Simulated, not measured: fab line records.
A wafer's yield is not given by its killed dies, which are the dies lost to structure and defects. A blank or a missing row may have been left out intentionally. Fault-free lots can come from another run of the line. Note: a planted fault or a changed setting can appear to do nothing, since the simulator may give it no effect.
One fault seen from 2 desks | flow n5 finfet | only its own numbers are on each desk; what lay behind them is given at the end

== THE DEFECT DESK ==
Lot by lot, what the route's inspections counted, given as the mean of those sampled wafers with a number. The brackets show how far a lot's mean lies from the usual mean; more than 4 standard deviations puts the lot out of limits, marked OUT.
Columns: A = raw defect count at N5_BEOL_M4_INSPECT_59, usual 71
lot  | first seen here | A
L729 | day 8 01:44     | 73
L732 | day 8 19:31     | 68
L731 | day 8 21:05     | 69
L733 | day 9 01:25     | 74
L736 | day 10 11:19    | 63
L737 | day 10 15:40    | 95
L738 | day 10 18:26    | 64
L746 | day 12 20:42    | 86
L747 | day 13 01:29    | 61
L748 | day 13 05:13    | 65
This desk's verdict: no lot among the 10 shows anything out of limits.

== FROM THE METROLOGY DESK ==
Lot by lot, what the gauges showed, no matter which tool ran the lot: averages of those sampled wafers that carry a number. The brackets show how far a lot's mean lies from the usual mean; more than 4 standard deviations puts the lot out of limits, marked OUT. 7 of its 12 readings are shown, namely those furthest out on some lot.
Columns: A = DIBL_N at N5_BEOL_M4_RC_MEAS_101, usual 36.1 mV/V; B = DIBL_P at N5_BEOL_M4_RC_MEAS_101, usual 36.1 mV/V; C = IGATE_N at N5_BEOL_M4_RC_MEAS_101, usual 0.0129 nA/um; D = IGATE_P at N5_BEOL_M4_RC_MEAS_101, usual 0.0038 nA/um; E = ION_N at N5_BEOL_M4_RC_MEAS_101, usual 675 uA/um; F = SS_P at N5_BEOL_M4_RC_MEAS_101, usual 73.3 mV/dec; G = VT_P at N5_BEOL_M4_RC_MEAS_101, usual -251.3 mV
lot  | first seen here | A    | B    | C      | D      | E   | F    | G
L729 | day 8 02:04     | 33.8 | 33.7 | 0.0127 | 0.0037 | 665 | 72.9 | -254.7
L732 | day 8 19:33     | 35.3 | 36.0 | 0.0131 | 0.0039 | 679 | 73.4 | -249.2
L731 | day 8 21:16     | 37.1 | 36.9 | 0.0132 | 0.0040 | 682 | 73.6 | -250.6
L733 | day 9 01:45     | 35.3 | 34.9 | 0.0133 | 0.0041 | 664 | 73.0 | -248.9
L736 | day 10 11:20    | 35.9 | 36.0 | 0.0138 | 0.0040 | 672 | 72.9 | -249.4
L737 | day 10 15:41    | 35.7 | 35.3 | 0.0130 | 0.0038 | 671 | 73.5 | -250.7
L738 | day 10 18:28    | 36.3 | 35.5 | 0.0118 | 0.0035 | 666 | 73.2 | -253.3
L746 | day 12 20:43    | 35.7 | 36.1 | 0.0140 | 0.0041 | 666 | 73.2 | -254.9
L747 | day 13 01:31    | 35.0 | 34.7 | 0.0150 | 0.0044 | 676 | 72.7 | -251.8
L748 | day 13 05:14    | 37.8 | 37.5 | 0.0124 | 0.0038 | 688 | 74.2 | -252.7
This desk's verdict: no lot among the 10 shows anything out of limits.

== ALL TOGETHER ==
Nothing out of limits was seen by the defect desk.
From the metrology desk's view, nothing was out of limits.

== WHAT HAD BEEN PUT IN BY THE SIMULATOR ==
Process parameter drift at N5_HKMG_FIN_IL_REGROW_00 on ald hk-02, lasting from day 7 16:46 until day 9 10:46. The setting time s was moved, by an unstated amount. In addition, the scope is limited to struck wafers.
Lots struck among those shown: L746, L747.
